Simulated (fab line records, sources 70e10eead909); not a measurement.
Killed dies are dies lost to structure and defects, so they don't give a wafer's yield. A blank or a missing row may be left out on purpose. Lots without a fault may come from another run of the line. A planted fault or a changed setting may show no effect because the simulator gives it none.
Chamber matching | flow nand_harc | NHARC_A_WL_FILL_ALD_00 on ald_hk-03: 4 sister chambers
The step deposits Al2O3, target thk 3 nm, pulse time 3 s, ald cycles 30. 18 wafers are shown with their chamber, then 9 later ones without.

WAFERS WITH THEIR CHAMBER
wafer  | chamber | heater_power_w (W) | precursor_pulse_height_rel
L079.2 | 3       | 483                | 1.014
L079.4 | 1       | 422                | 0.998
L079.6 | 0       | 467                | 1.006
L081.1 | 2       | 580                | 1.002
L081.2 | 3       | 478                | 1.007
L081.6 | 3       | 486                | 0.986
L081.3 | 0       | 473                | 0.955
L081.4 | 1       | 420                | 0.969
L081.5 | 2       | 558                | 0.986
L088.2 | 2       | 527                | 1.025
L088.3 | 1       | 408                | 1.036
L088.5 | 1       | 425                | 1.011
L091.3 | 2       | 540                | 1.002
L091.4 | 0       | 491                | 0.998
L091.6 | 1       | 411                | 1.010
L091.1 | 1       | 420                | 0.980
L091.2 | 3       | 474                | 0.946
L091.5 | 0       | 486                | 0.984

SIGNATURES (means of the wafers above)
reading                    | chamber 0 | chamber 1 | chamber 2 | chamber 3 | scatter within a chamber
heater_power_w             | 479.25    | 417.67    | 551.25    | 480.25    | 12.7
precursor_pulse_height_rel | 0.98575   | 1.00067   | 1.00375   | 0.98825   | 0.0239
Rule: a wafer's distance from a chamber is the root of the sum, over the readings, of the square of ((its reading less the chamber's mean) divided by the reading's scatter). The wafer belongs to the nearest chamber; if the next one is less than 2 further off, it can't be placed. The scatter: the root of (the sum of the squares of (reading less its chamber's mean) over the shown wafers, divided by (wafers less chambers)).

WAFERS WITHOUT THEIR CHAMBER
wafer  | heater_power_w (W) | precursor_pulse_height_rel
L093.1 | 426                | 1.021
L093.3 | 471                | 0.960
L093.6 | 419                | 0.986
L095.1 | 484                | 0.993
L095.3 | 474                | 1.006
L095.6 | 425                | 0.993
L097.1 | 426                | 1.015
L097.3 | 485                | 0.996
L097.5 | 468                | 0.986

WHICH CHAMBER EACH WENT THROUGH
wafer  | from the rows above     | in truth
L093.1 | 1                       | 1
L093.3 | can't be placed: 0 or 3 | 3
L093.6 | 1                       | 1
L095.1 | can't be placed: 3 or 0 | 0
L095.3 | can't be placed: 3 or 0 | 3
L095.6 | 1                       | 1
L097.1 | 1                       | 1
L097.3 | can't be placed: 3 or 0 | 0
L097.5 | can't be placed: 0 or 3 | 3
Placed correctly: 4 of 9. Can't be placed from these rows: 5 (the true chamber is among the candidates in 5). Placed wrongly: 0.
